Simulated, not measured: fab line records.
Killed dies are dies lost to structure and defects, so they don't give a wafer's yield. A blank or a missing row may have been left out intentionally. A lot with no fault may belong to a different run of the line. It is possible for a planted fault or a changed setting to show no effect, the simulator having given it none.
The tool behind it: which one? + flow nand harc + 24 lots, 72 wafers sampled, at 4 steps of a route of 1302

WHAT THE GAUGES READ, wafer by wafer
NHARC_A_CONTACT_INSPECT_71. Usual: raw defect count 80, standard deviation 38.
| lot  | measured     | on                | raw defect count | flag |
|------|--------------|-------------------|------------------|------|
| L074 | day 21 13:13 | defect inspect-01 | 47 55 51         |      |
| L075 | day 22 05:13 | defect inspect-02 | 30 33 30         |      |
| L076 | day 22 16:04 | defect inspect-01 | 112 104 92       |      |
| L077 | day 23 06:48 | defect inspect-02 | 64 56 64         |      |
| L078 | day 23 08:23 | defect inspect-02 | 92 109 99        |      |
| L080 | day 24 02:55 | defect inspect-01 | 100 104 125      |      |
| L079 | day 24 03:53 | defect inspect-02 | 62 77 80         |      |
| L082 | day 25 04:10 | defect inspect-01 | 35 26 23         |      |
| L081 | day 25 07:49 | defect inspect-02 | 111 116 113      |      |
| L083 | day 26 01:32 | defect inspect-01 | 33 40 39         |      |
| L085 | day 26 04:16 | defect inspect-01 | 116 119 126      |      |
| L084 | day 26 05:06 | defect inspect-02 | 128 128 117      |      |
| L086 | day 26 20:35 | defect inspect-01 | 66 83 67         |      |
| L088 | day 27 12:26 | defect inspect-02 | 108 117 120      |      |
| L087 | day 28 03:05 | defect inspect-01 | 49 37 51         |      |
| L090 | day 28 08:14 | defect inspect-02 | 115 98 98        |      |
| L089 | day 28 16:04 | defect inspect-02 | 59 76 59         |      |
| L091 | day 29 07:25 | defect inspect-01 | 160 180 167      |      |
| L092 | day 29 08:37 | defect inspect-01 | 20 30 21         |      |
| L093 | day 29 23:07 | defect inspect-01 | 126 118 108      |      |
| L094 | day 30 00:59 | defect inspect-02 | 31 35 20         |      |
| L095 | day 30 12:35 | defect inspect-02 | 61 56 66         |      |
| L096 | day 31 00:34 | defect inspect-02 | 71 56 74         |      |
| L097 | day 31 00:57 | defect inspect-02 | 88 87 81         |      |

EACH LOT AND THE TOOL THAT RAN IT (in order: tool; ch and the chambers of the sampled wafers; start)
| lot  | NHARC_A_CONTACT_ETCH_111             | NHARC_A_CONTACT_ETCH_112             | NHARC_A_CONTACT_STRIP_55                      |
|------|--------------------------------------|--------------------------------------|-----------------------------------------------|
| L074 | har cap etch-03 ch 0,1, day 21 02:37 | har cap etch-03 ch 0,1, day 21 02:49 | rie diel-02 ch 1,2,3, day 21 13:13 or earlier |
| L075 | har cap etch-02 ch 0,1, day 21 20:51 | har cap etch-02 ch 0,1, day 21 21:02 | rie diel-13 ch 0,1,2, day 22 05:13 or earlier |
| L076 | har cap etch-02 ch 0,1, day 22 07:47 | har cap etch-02 ch 0,1, day 22 07:59 | rie diel-02 ch 0,1,2, day 22 16:04 or earlier |
| L077 | har cap etch-03 ch 0,1, day 22 22:27 | har cap etch-03 ch 0,1, day 22 22:38 | rie diel-02 ch 0,1,2, day 23 06:48 or earlier |
| L078 | har cap etch-01 ch 0,1, day 22 23:47 | har cap etch-01 ch 0,1, day 22 23:59 | rie diel-02 ch 0,1,2, day 23 08:23 or earlier |
| L080 | har cap etch-02 ch 0, day 23 15:29   | har cap etch-02 ch 0, day 23 15:41   | rie diel-01 ch 0,1,2, day 24 02:55 or earlier |
| L079 | har cap etch-03 ch 0,1, day 23 19:35 | har cap etch-03 ch 0,1, day 23 19:46 | rie diel-01 ch 0,2, day 24 03:53 or earlier   |
| L082 | har cap etch-01 ch 0,1, day 24 19:25 | har cap etch-01 ch 0,1, day 24 19:36 | rie diel-01 ch 0,3, day 25 04:10 or earlier   |
| L081 | har cap etch-03 ch 0,1, day 24 23:37 | har cap etch-03 ch 0,1, day 24 23:49 | rie diel-01 ch 2,3, day 25 07:49 or earlier   |
| L083 | har cap etch-02 ch 0,1, day 25 17:08 | har cap etch-02 ch 0,1, day 25 17:20 | rie diel-02 ch 1,2,3, day 26 01:32 or earlier |
| L085 | har cap etch-03 ch 0,1, day 25 19:57 | har cap etch-03 ch 0,1, day 25 20:09 | rie diel-01 ch 0,2, day 26 04:16 or earlier   |
| L084 | har cap etch-02 ch 0,1, day 25 20:48 | har cap etch-02 ch 0,1, day 25 21:00 | rie diel-01 ch 0,2,3, day 26 05:06 or earlier |
| L086 | har cap etch-01 ch 0,1, day 26 08:07 | har cap etch-01 ch 0,1, day 26 08:19 | rie diel-02 ch 0,2,3, day 26 20:35 or earlier |
| L088 | har cap etch-02 ch 0,1, day 27 04:02 | har cap etch-02 ch 0,1, day 27 04:15 | rie diel-01 ch 0,1,2, day 27 12:26 or earlier |
| L087 | har cap etch-02 ch 0,1, day 27 17:26 | har cap etch-02 ch 0,1, day 27 17:37 | rie diel-02 ch 2,3, day 28 03:05 or earlier   |
| L090 | har cap etch-03 ch 0,1, day 27 23:36 | har cap etch-03 ch 0,1, day 27 23:48 | rie diel-02 ch 0,3, day 28 08:14 or earlier   |
| L089 | har cap etch-01 ch 1, day 28 07:41   | har cap etch-01 ch 1, day 28 07:53   | rie diel-02 ch 0,2, day 28 16:04 or earlier   |
| L091 | har cap etch-02 ch 0,1, day 28 22:49 | har cap etch-02 ch 0,1, day 28 23:01 | rie diel-02 ch 0,2,3, day 29 07:25 or earlier |
| L092 | har cap etch-01 ch 0,1, day 28 23:33 | har cap etch-01 ch 0,1, day 28 23:44 | rie diel-02 ch 0,2, day 29 08:37 or earlier   |
| L093 | har cap etch-03 ch 0,1, day 29 14:54 | har cap etch-03 ch 0,1, day 29 15:05 | rie diel-13 ch 2,3, day 29 23:07 or earlier   |
| L094 | har cap etch-02 ch 0,1, day 29 16:41 | har cap etch-02 ch 0,1, day 29 16:53 | rie diel-13 ch 1,2,3, day 30 00:59 or earlier |
| L095 | har cap etch-02 ch 0,1, day 30 04:04 | har cap etch-02 ch 0,1, day 30 04:16 | rie diel-02 ch 0,1,2, day 30 12:35 or earlier |
| L096 | har cap etch-01 ch 0,1, day 30 16:19 | har cap etch-01 ch 0,1, day 30 16:31 | rie diel-02 ch 0,1,2, day 31 00:34 or earlier |
| L097 | har cap etch-03 ch 0,1, day 30 16:28 | har cap etch-03 ch 0,1, day 30 16:40 | rie diel-02 ch 0,1,3, day 31 00:57 or earlier |
- NHARC_A_CONTACT_ETCH_111: etches the open film in C4F8/O2/Ar, time 140 s, target depth 700 nm.
- NHARC_A_CONTACT_ETCH_112: etches the open film in C4F8/O2/Ar, time 190 s, target depth 1850 nm.
- NHARC_A_CONTACT_STRIP_55: strips in O2.

AS READ BY THE TOOLS THEMSELVES (means over the sampled wafers that have a number; for cases with no such wafer, the mark the record gives instead)
NHARC_A_CONTACT_ETCH_111. Usual: oes air line au 1.003 a.u., standard deviation 0.022.
| lot  | tool            | oes air line au (a.u.) | flag |
|------|-----------------|------------------------|------|
| L074 | har cap etch-03 | 0.984                  |      |
| L075 | har cap etch-02 | 0.992                  |      |
| L076 | har cap etch-02 | 0.990                  |      |
| L077 | har cap etch-03 | 1.007                  |      |
| L078 | har cap etch-01 | 1.005                  |      |
| L080 | har cap etch-02 | 1.027                  |      |
| L079 | har cap etch-03 | 1.007                  |      |
| L082 | har cap etch-01 | 1.033                  |      |
| L081 | har cap etch-03 | 0.977                  |      |
| L083 | har cap etch-02 | 1.025                  |      |
| L085 | har cap etch-03 | 1.005                  |      |
| L084 | har cap etch-02 | 1.001                  |      |
| L086 | har cap etch-01 | 0.998                  |      |
| L088 | har cap etch-02 | 0.999                  |      |
| L087 | har cap etch-02 | 0.993                  |      |
| L090 | har cap etch-03 | 1.002                  |      |
| L089 | har cap etch-01 | 0.985                  |      |
| L091 | har cap etch-02 | 1.011                  |      |
| L092 | har cap etch-01 | 0.988                  |      |
| L093 | har cap etch-03 | 1.010                  |      |
| L094 | har cap etch-02 | 1.025                  |      |
| L095 | har cap etch-02 | 1.021                  |      |
| L096 | har cap etch-01 | 0.988                  |      |
| L097 | har cap etch-03 | 1.017                  |      |

NHARC_A_CONTACT_ETCH_112. Usual: oes air line au 1.000 a.u., standard deviation 0.019.
| lot  | tool            | oes air line au (a.u.) | flag |
|------|-----------------|------------------------|------|
| L074 | har cap etch-03 | 1.010                  |      |
| L075 | har cap etch-02 | 1.012                  |      |
| L076 | har cap etch-02 | 1.007                  |      |
| L077 | har cap etch-03 | 1.004                  |      |
| L078 | har cap etch-01 | 0.989                  |      |
| L080 | har cap etch-02 | 0.968                  |      |
| L079 | har cap etch-03 | 0.990                  |      |
| L082 | har cap etch-01 | 0.998                  |      |
| L081 | har cap etch-03 | 1.007                  |      |
| L083 | har cap etch-02 | 0.997                  |      |
| L085 | har cap etch-03 | 0.983                  |      |
| L084 | har cap etch-02 | 1.020                  |      |
| L086 | har cap etch-01 | 0.982                  |      |
| L088 | har cap etch-02 | 1.007                  |      |
| L087 | har cap etch-02 | 0.995                  |      |
| L090 | har cap etch-03 | 0.985                  |      |
| L089 | har cap etch-01 | 0.999                  |      |
| L091 | har cap etch-02 | 1.019                  |      |
| L092 | har cap etch-01 | 1.016                  |      |
| L093 | har cap etch-03 | 1.011                  |      |
| L094 | har cap etch-02 | 1.008                  |      |
| L095 | har cap etch-02 | 1.014                  |      |
| L096 | har cap etch-01 | 0.996                  |      |
| L097 | har cap etch-03 | 0.997                  |      |

NHARC_A_CONTACT_STRIP_55. Usual: drypump motor current A 5.6 A, standard deviation 0.57; oes product au 1.004 a.u., standard deviation 0.012; rf vpp V 57.9 V, standard deviation 1.1; showerhead plenum p Torr 3.56 Torr, standard deviation 0.14; throttle valve pct 17.035 %, standard deviation 0.0089.
| lot  | tool        | drypump motor current A (A) | oes product au (a.u.) | rf vpp V (V) | showerhead plenum p Torr (Torr) | throttle valve pct (%) | flag |
|------|-------------|-----------------------------|-----------------------|--------------|---------------------------------|------------------------|------|
| L074 | rie diel-02 | 5.8                         | 1.007                 | 58.0         | 3.42                            | 17.028                 |      |
| L075 | rie diel-13 | 6.0                         | 0.998                 | 58.1         | 3.62                            | 17.034                 |      |
| L076 | rie diel-02 | 5.3                         | 1.013                 | 58.5         | 3.44                            | 17.036                 |      |
| L077 | rie diel-02 | 5.3                         | 1.014                 | 56.5         | 3.44                            | 17.036                 |      |
| L078 | rie diel-02 | 5.3                         | 1.014                 | 57.3         | 3.44                            | 17.029                 |      |
| L080 | rie diel-01 | 5.8                         | 1.012                 | 57.6         | 3.58                            | 17.032                 |      |
| L079 | rie diel-01 | 6.1                         | 1.005                 | 57.4         | 3.53                            | 17.030                 |      |
| L082 | rie diel-01 | 5.2                         | 0.995                 | 58.2         | 3.60                            | 17.044                 |      |
| L081 | rie diel-01 | 5.7                         | 1.010                 | 58.4         | 3.51                            | 17.028                 |      |
| L083 | rie diel-02 | 5.8                         | 1.007                 | 58.8         | 3.59                            | 17.030                 |      |
| L085 | rie diel-01 | 6.1                         | 0.997                 | 57.1         | 3.52                            | 17.037                 |      |
| L084 | rie diel-01 | 5.7                         | 0.990                 | 57.8         | 3.56                            | 17.039                 |      |
| L086 | rie diel-02 | 5.5                         | 1.008                 | 58.0         | 3.60                            | 17.031                 |      |
| L088 | rie diel-01 | 5.8                         | 0.985                 | 58.2         | 3.57                            | 17.033                 |      |
| L087 | rie diel-02 | 6.0                         | 1.007                 | 58.0         | 3.57                            | 17.028                 |      |
| L090 | rie diel-02 | 5.9                         | 1.013                 | 57.5         | 3.49                            | 17.043                 |      |
| L089 | rie diel-02 | 5.1                         | 1.001                 | 58.6         | 3.71                            | 17.034                 |      |
| L091 | rie diel-02 | 5.5                         | 1.008                 | 58.0         | 3.60                            | 17.031                 |      |
| L092 | rie diel-02 | 5.0                         | 1.007                 | 57.8         | 3.63                            | 17.035                 |      |
| L093 | rie diel-13 | 5.7                         | 0.998                 | 58.1         | 3.61                            | 17.035                 |      |
| L094 | rie diel-13 | 5.9                         | 0.988                 | 57.9         | 3.61                            | 17.042                 |      |
| L095 | rie diel-02 | 5.3                         | 1.006                 | 57.8         | 3.60                            | 17.032                 |      |
| L096 | rie diel-02 | 5.3                         | 1.003                 | 57.8         | 3.60                            | 17.033                 |      |
| L097 | rie diel-02 | 5.7                         | 1.018                 | 57.9         | 3.49                            | 17.041                 |      |

THE ANSWER, worked out from the rows above alone
Rule: a lot counts as off when the mean over its wafers that have a number is more than 3 standard deviations away from the usual mean. A lot without any number at a reading at which 4 lots or more have one is off too. Any other lot the step has rows for is counted as sound. After the gauges, taken in route order, come the tools' own readings; for these a lot's mean is taken, as printed above. At the first step where some lot is off, the reading lying furthest off is the one used; lots without a number count as furthest.
No lot is off on any of the readings shown, so nothing can be concluded from this.

WHAT THE SIMULATOR HAD PUT IN
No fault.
